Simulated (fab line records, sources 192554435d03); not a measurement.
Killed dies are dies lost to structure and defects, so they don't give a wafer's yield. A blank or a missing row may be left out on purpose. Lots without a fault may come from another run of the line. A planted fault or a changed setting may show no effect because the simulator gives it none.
Chamber matching | flow n5_finfet | N5_BEOL_M1_ETCH_69 on rie_diel-03: 4 sister chambers
The step etches SiARC in CF4, target depth 15.6 nm, time 26 s. 14 wafers are shown with their chamber, then 7 later ones without.

WAFERS WITH THEIR CHAMBER
wafer  | chamber | drypump_motor_current_A (A) | showerhead_plenum_p_Torr (Torr) | etch_rf_on_time_s (s)
L074.3 | 3       | 5.45                        | 2.08                            | 25.7
L074.4 | 3       | 5.45                        | 2.08                            | 25.8
L074.6 | 0       | 5.60                        | 2.20                            | 25.2
L080.1 | 0       | 5.58                        | 2.19                            | 25.4
L080.2 | 1       | 6.32                        | 2.22                            | 27.2
L080.3 | 3       | 5.46                        | 2.07                            | 25.6
L083.3 | 2       | 5.69                        | 2.28                            | 25.3
L083.4 | 1       | 6.33                        | 2.21                            | 27.3
L083.6 | 3       | 5.47                        | 2.07                            | 25.8
L093.2 | 0       | 5.60                        | 2.18                            | 25.0
L093.4 | 1       | 6.27                        | 2.21                            | 27.3
L093.5 | 3       | 5.46                        | 2.07                            | 25.9
L095.2 | 3       | 5.47                        | 2.06                            | 25.5
L095.3 | 2       | 5.71                        | 2.27                            | 25.4

SIGNATURES (means of the wafers above)
reading                  | chamber 0 | chamber 1 | chamber 2 | chamber 3 | scatter within a chamber
drypump_motor_current_A  | 5.5933    | 6.3067    | 5.7000    | 5.4600    | 0.0171
showerhead_plenum_p_Torr | 2.1900    | 2.2133    | 2.2750    | 2.0717    | 0.00775
etch_rf_on_time_s        | 25.200    | 27.267    | 25.350    | 25.717    | 0.141
Rule: a wafer's distance from a chamber is the root of the sum, over the readings, of the square of ((its reading less the chamber's mean) divided by the reading's scatter). The wafer belongs to the nearest chamber; if the next one is less than 2 further off, it can't be placed. The scatter: the root of (the sum of the squares of (reading less its chamber's mean) over the shown wafers, divided by (wafers less chambers)).

WAFERS WITHOUT THEIR CHAMBER
wafer  | drypump_motor_current_A (A) | showerhead_plenum_p_Torr (Torr) | etch_rf_on_time_s (s)
L095.5 | 5.62                        | 2.18                            | 25.2
L096.1 | 6.32                        | 2.20                            | 27.7
L096.2 | 5.63                        | 2.18                            | 25.6
L096.3 | 5.71                        | 2.27                            | 25.8
L096.4 | 5.43                        | 2.06                            | 26.2
L096.5 | 5.45                        | 2.06                            | 26.3
L096.6 | 5.71                        | 2.27                            | 26.0

WHICH CHAMBER EACH WENT THROUGH
wafer  | from the rows above | in truth
L095.5 | 0                   | 0
L096.1 | 1                   | 1
L096.2 | 0                   | 0
L096.3 | 2                   | 2
L096.4 | 3                   | 3
L096.5 | 3                   | 3
L096.6 | 2                   | 2
Placed correctly: 7 of 7. Can't be placed from these rows: 0. Placed wrongly: 0.
